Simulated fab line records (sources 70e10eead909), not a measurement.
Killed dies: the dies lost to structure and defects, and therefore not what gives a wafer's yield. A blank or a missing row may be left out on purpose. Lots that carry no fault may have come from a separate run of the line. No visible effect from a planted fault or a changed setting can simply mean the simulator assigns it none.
Matching of chambers | flow nand-harc | 4 sister chambers for NHARC_P_BONDPAD_ACTIVATE_29 on rie-diel-02
The step chemistry N2, time 60 s. 22 wafers are shown with their chamber, then 11 later ones without.

== WAFERS PAIRED WITH THEIR CHAMBERS ==
wafer  | chamber | showerhead-plenum-p-Torr (Torr) | drypump-motor-current-A (A) | oes-product-au (a.u.)
L402.1 | 2       | 1.78                            | 5.79                        | 1.011
L402.4 | 0       | 1.65                            | 5.66                        | 0.998
L402.6 | 3       | 1.85                            | 5.72                        | 0.999
L407.3 | 1       | 1.85                            | 5.86                        | 0.991
L407.4 | 3       | 1.85                            | 5.72                        | 0.999
L407.6 | 1       | 1.85                            | 5.85                        | 0.998
L406.3 | 0       | 1.65                            | 5.68                        | 1.007
L406.4 | 3       | 1.85                            | 5.71                        | 0.995
L406.5 | 0       | 1.65                            | 5.67                        | 1.003
L408.1 | 0       | 1.65                            | 5.69                        | 1.016
L408.4 | 1       | 1.85                            | 5.82                        | 0.993
L408.5 | 0       | 1.65                            | 5.68                        | 0.999
L409.1 | 2       | 1.78                            | 5.82                        | 0.987
L409.5 | 2       | 1.78                            | 5.81                        | 0.998
L409.6 | 3       | 1.85                            | 5.71                        | 0.995
L412.2 | 2       | 1.78                            | 5.83                        | 0.996
L412.4 | 0       | 1.65                            | 5.67                        | 1.012
L412.6 | 3       | 1.85                            | 5.71                        | 1.003
L414.2 | 0       | 1.65                            | 5.69                        | 0.999
L414.5 | 1       | 1.84                            | 5.85                        | 0.997
L414.6 | 2       | 1.78                            | 5.85                        | 0.993
L418.3 | 0       | 1.65                            | 5.71                        | 1.003

SIGNATURES, as means of the wafers listed above
reading                  | chamber 0 | chamber 1 | chamber 2 | chamber 3 | scatter within a chamber
showerhead-plenum-p-Torr | 1.6500    | 1.8475    | 1.7800    | 1.8500    | 0.00204
drypump-motor-current-A  | 5.6813    | 5.8450    | 5.8200    | 5.7140    | 0.0162
oes-product-au           | 1.00462   | 0.99475   | 0.99700   | 0.99820   | 0.00621
Rule: a wafer's distance from a chamber is the root of the sum, over the readings, of the square of ((its reading less the chamber's mean) divided by the reading's scatter). If the next closest chamber is less than 2 further off than the closest, the wafer can't be placed; otherwise it belongs to the closest. The scatter: take each reading less its chamber's mean, square it, sum over the shown wafers, divide by the number of wafers less the number of chambers, and take the root.

== WAFERS WITH NO CHAMBER GIVEN ==
wafer  | showerhead-plenum-p-Torr (Torr) | drypump-motor-current-A (A) | oes-product-au (a.u.)
L418.4 | 1.85                            | 5.74                        | 1.001
L418.5 | 1.78                            | 5.84                        | 0.997
L419.3 | 1.78                            | 5.82                        | 0.998
L419.4 | 1.85                            | 5.72                        | 1.004
L419.6 | 1.78                            | 5.78                        | 0.990
L421.2 | 1.65                            | 5.68                        | 0.996
L421.3 | 1.84                            | 5.88                        | 1.008
L421.4 | 1.78                            | 5.77                        | 1.001
L423.3 | 1.65                            | 5.69                        | 0.999
L423.4 | 1.78                            | 5.80                        | 0.999
L423.5 | 1.65                            | 5.68                        | 1.000

== THE CHAMBER EACH PASSED THROUGH ==
wafer  | from the rows above | in truth
L418.4 | 3                   | 3
L418.5 | 2                   | 2
L419.3 | 2                   | 2
L419.4 | 3                   | 3
L419.6 | 2                   | 2
L421.2 | 0                   | 0
L421.3 | 1                   | 1
L421.4 | 2                   | 2
L423.3 | 0                   | 0
L423.4 | 2                   | 2
L423.5 | 0                   | 0
11 of 11 placed correctly. Not placeable from these rows: 0. Number placed wrongly: 0.
